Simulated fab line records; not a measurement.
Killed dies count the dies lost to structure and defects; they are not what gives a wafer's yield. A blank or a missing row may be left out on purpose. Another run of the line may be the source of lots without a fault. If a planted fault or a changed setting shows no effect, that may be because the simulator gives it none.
Which of the tools did it?	flow n5 finfet	Sampling: 11 lots, 29 wafers, 5 of 1938 route steps

== WHAT EACH GAUGE READ, for each wafer ==
N5_BEOL_M12_RS_MEAS_54: the measuring method here is four-point-probe. Usual: M12_RS gives 0.0594 ohm/sq (standard deviation 0.00087).
lot	measured	on	M12_RS (ohm/sq)	flag
L115	day 12 17:10	film metro-01	0.0593 0.0591 0.0587	
L117	day 12 17:52	film metro-01	0.0602 0.0603 0.0591	
L118	day 13 09:10	film metro-02	0.0586 0.0603 0.0589	
L114	day 13 14:53	film metro-02	0.0592 0.0598 0.0593	
L119	day 13 18:25	film metro-01	0.0586 0.0606	
L120	day 13 23:38	film metro-02	0.0603 0.0590 0.0597	
L122	day 14 21:02	film metro-02	0.0593 0.0586	
L124	day 15 05:04	film metro-02	0.0595 0.0584 0.0577	
L123	day 15 12:19	film metro-01	0.0585 0.0582 0.0610	
L131	day 17 01:40	film metro-02	0.0587 0.0592	
L133	day 17 13:21	film metro-01	0.0586 0.0600	

== WHAT TOOL EACH LOT RAN ON (gives the tool, then ch and the chambers of the sampled wafers, and finally the start) ==
lot	N5_BEOL_M12_DESCUM_33	N5_BEOL_M12_ETCH_38	N5_BEOL_M12_SPUTTER_43	N5_BEOL_M12_CMP_49
L115	rie diel-05 ch 1,2, day 12 10:20	rie diel-05 ch 0,2, day 12 15:31	pvd sputter-03, day 12 16:02	cmp-02 ch 0,1,2, day 12 16:47
L117	rie diel-05 ch 0,1,2, day 12 13:28	rie diel-05 ch 1,2, day 12 16:05	pvd sputter-02, day 12 16:43	cmp-03 ch 2,3, day 12 17:26
L118	rie diel-04 ch 0,1,3, day 13 02:51	rie diel-04 ch 1,2,3, day 13 07:20	pvd sputter-02, day 13 07:58	cmp-03 ch 2,3, day 13 08:45
L114	rie diel-06 ch 0,2,3, day 13 11:50	rie diel-05 ch 0,2, day 13 13:13	pvd sputter-03, day 13 13:45	cmp-01 ch 1,2, day 13 14:28
L119	rie diel-06 ch 1,2, day 13 14:50	rie diel-04 ch 2,3, day 13 15:58	pvd sputter-02, day 13 16:31	cmp-03 ch 0,3, day 13 18:07
L120	rie diel-06 ch 1,2,3, day 13 20:34	rie diel-04 ch 1,3, day 13 21:16	pvd sputter-03, day 13 21:44	cmp-01 ch 0,2,3, day 13 23:17
L122	rie diel-04 ch 1, day 14 14:46	rie diel-05 ch 1,3, day 14 19:29	pvd sputter-01, day 14 19:53	cmp-01 ch 0,1, day 14 20:43
L124	rie diel-05 ch 1,2,3, day 15 01:19	rie diel-05 ch 1,2,3, day 15 01:59	pvd sputter-02, day 15 03:55	cmp-03 ch 0,1,3, day 15 04:38
L123	rie diel-06 ch 0,1,2, day 15 08:34	rie diel-06 ch 0,2, day 15 10:37	pvd sputter-03, day 15 11:10	cmp-03 ch 1,3, day 15 11:53
L131	rie diel-06 ch 0,1, day 16 19:02	rie diel-06 ch 0,2, day 16 23:48	pvd sputter-03, day 17 00:21	cmp-03 ch 0,2, day 17 01:16
L133	rie diel-04 ch 0,1, day 17 08:09	rie diel-06 ch 1,3, day 17 10:38	pvd sputter-01, day 17 12:11	cmp-02 ch 0,3, day 17 12:54
- N5_BEOL_M12_DESCUM_33: chemistry O2, time 7.9 s.
- N5_BEOL_M12_ETCH_38: etches SiCN in CF4/N2, target depth 68.7 nm, time 73.4 s.
- N5_BEOL_M12_SPUTTER_43: material TaN, target thk 15 nm, time 24.19 s.
- N5_BEOL_M12_CMP_49: polishes, stops on SiOC, t overpolish 20.6 s, target thk 320 nm.

== AS READ BY THE TOOLS THEMSELVES (means over the sampled wafers that have a number; for cases with no such wafer, the mark the record gives instead) ==
N5_BEOL_M12_DESCUM_33. Usual: drypump motor current A 5.7 A, standard deviation 0.41; oes product au 0.84 a.u., standard deviation 0.079; rf vpp V 243.5 V, standard deviation 1.3; showerhead plenum p Torr 2.11 Torr, standard deviation 0.058; throttle valve pct 20.35 %, standard deviation 0.18.
lot	tool	drypump motor current A (A)	oes product au (a.u.)	rf vpp V (V)	showerhead plenum p Torr (Torr)	throttle valve pct (%)	flag
L115	rie diel-05	5.8	0.78	244.5	2.16	20.38	
L117	rie diel-05	5.7	0.81	243.5	2.12	20.39	
L118	rie diel-04	5.3	0.93	243.1	2.11	20.37	
L114	rie diel-06	5.8	0.78	242.5	2.07	20.34	
L119	rie diel-06	6.5	0.87	243.1	2.13	20.23	
L120	rie diel-06	6.2	0.85	243.3	2.12	20.19	
L122	rie diel-04	5.4	0.92	244.9	2.14	20.27	
L124	rie diel-05	5.9	0.85	243.7	2.11	20.30	
L123	rie diel-06	6.1	0.89	244.0	2.16	20.25	
L131	rie diel-06	6.0	0.91	244.9	2.17	20.16	
L133	rie diel-04	5.3	0.83	243.3	2.13	20.40	

N5_BEOL_M12_ETCH_38. Usual: drypump motor current A 5.7 A, standard deviation 0.37; n2 flow sccm 60.00 sccm, standard deviation 0.18; oes product au 0.84 a.u., standard deviation 0.074; rf vpp V 383.0 V, standard deviation 1.5; showerhead plenum p Torr 2.24 Torr, standard deviation 0.059; throttle valve pct 15.34 %, standard deviation 0.17.
lot	tool	drypump motor current A (A)	n2 flow sccm (sccm)	oes product au (a.u.)	rf vpp V (V)	showerhead plenum p Torr (Torr)	throttle valve pct (%)	flag
L115	rie diel-05	5.4	60.16	0.80	382.2	2.21	15.40	
L117	rie diel-05	5.8	60.12	0.77	384.3	2.28	15.40	
L118	rie diel-04	5.5	59.93	0.89	384.0	2.24	15.38	
L114	rie diel-05	5.5	60.05	0.79	382.6	2.20	15.42	
L119	rie diel-04	5.5	59.90	0.85	382.8	2.23	15.48	
L120	rie diel-04	5.4	60.10	0.93	382.8	2.22	15.23	
L122	rie diel-05	6.1	59.89	0.90	381.6	2.20	15.19	
L124	rie diel-05	6.0	60.03	0.84	383.2	2.23	15.33	
L123	rie diel-06	6.1	59.90	0.90	384.1	2.27	15.21	
L131	rie diel-06	5.9	59.89	0.90	384.6	2.29	15.24	
L133	rie diel-06	6.1	60.11	0.83	383.3	2.24	15.23	

N5_BEOL_M12_SPUTTER_43. Usual: throttle valve pct reads 30.2 % (standard deviation 0.93).
lot	tool	throttle valve pct (%)	flag
L115	pvd sputter-03	29.3	
L117	pvd sputter-02	29.6	
L118	pvd sputter-02	30.6	
L114	pvd sputter-03	31.3	
L119	pvd sputter-02	30.6	
L120	pvd sputter-03	29.7	
L122	pvd sputter-01	29.4	
L124	pvd sputter-02	30.9	
L123	pvd sputter-03	30.8	
L131	pvd sputter-03	29.7	
L133	pvd sputter-01	29.6	

N5_BEOL_M12_CMP_49. Usual: barrier field endpoint s 31.0 s, standard deviation 1.1; motor current A 6.0 A, standard deviation 0.72.
lot	tool	barrier field endpoint s (s)	motor current A (A)	flag
L115	cmp-02	30.2	6.0	
L117	cmp-03	30.2	6.3	
L118	cmp-03	30.6	6.2	
L114	cmp-01	31.4	6.3	
L119	cmp-03	32.7	5.5	
L120	cmp-01	30.5	5.6	
L122	cmp-01	31.4	6.2	
L124	cmp-03	31.7	5.5	
L123	cmp-03	33.9	5.6	
L131	cmp-03	34.2	6.6	
L133	cmp-02	30.9	6.2	

== THE ANSWER, worked out from the rows above alone ==
Rule: lot off if the mean of its wafers having a number is beyond 3 standard deviations from the usual mean. Also off: a lot with no number at a reading for which 4 or more lots have one. The other lots that the step has rows for count as sound. Order of review: gauges by route order, followed by the tools' own readings, for which a lot's mean as printed above is used. The first step at which some lot is off is used, and at that step the reading that is off furthest; a lot without a number counts as furthest.
Nothing can be told from this: no lot is off at any reading shown.

== WHAT THE SIMULATOR PUT IN ==
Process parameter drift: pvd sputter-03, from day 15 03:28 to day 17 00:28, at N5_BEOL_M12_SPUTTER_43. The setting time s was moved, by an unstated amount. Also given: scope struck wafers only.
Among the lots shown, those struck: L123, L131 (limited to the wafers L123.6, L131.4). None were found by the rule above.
